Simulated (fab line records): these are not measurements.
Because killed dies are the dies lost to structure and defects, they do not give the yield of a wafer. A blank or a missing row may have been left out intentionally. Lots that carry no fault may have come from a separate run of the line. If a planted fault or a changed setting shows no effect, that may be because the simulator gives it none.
Chamber matching | flow n5 finfet | N5_BEOL_M0_SAQP_PECVD_97 on pecvd-01: 3 sister chambers
The step deposits SiNx from SiH4/NH3/N2, target thk 23 nm, time 19.9 s. 3 wafers are shown with their chamber, then 7 later ones without.

== WAFERS WITH THEIR CHAMBER ==
wafer  | chamber | throttle valve pct (%)
L087.4 | 0       | 39.9
L088.1 | 2       | 42.8
L088.2 | 1       | 39.2

== WAFERS WHOSE CHAMBER IS MISSING ==
wafer  | throttle valve pct (%)
L088.6 | 42.3
L093.1 | 43.2
L093.3 | 39.6
L093.5 | 42.9
L097.2 | 43.3
L097.3 | 40.0
L097.4 | 43.0

== EACH ONE'S CHAMBER ==
wafer  | from the rows above     | in truth
L088.6 | 2                       | 2
L093.1 | 2                       | 2
L093.3 | can't be placed: 0 or 1 | 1
L093.5 | 2                       | 2
L097.2 | 2                       | 2
L097.3 | 0                       | 0
L097.4 | 2                       | 2
6 of 7 placed correctly. Cannot be placed on the basis of these rows: 1; the candidates contain the true chamber in 1. Placed wrongly: 0.
How it was worked out, from the rows above alone: a wafer's distance from a chamber is the root of the sum, over the readings, of the square of ((its reading less the chamber's mean) divided by the reading's scatter). The wafer belongs to the nearest chamber; if the next one is less than 2 further off, it can't be placed. For every chamber, the mean is computed from those of its wafers that are shown. The scatter: root of mean squared gap, hidden wafer to nearest shown wafer, with one shown wafer a chamber.
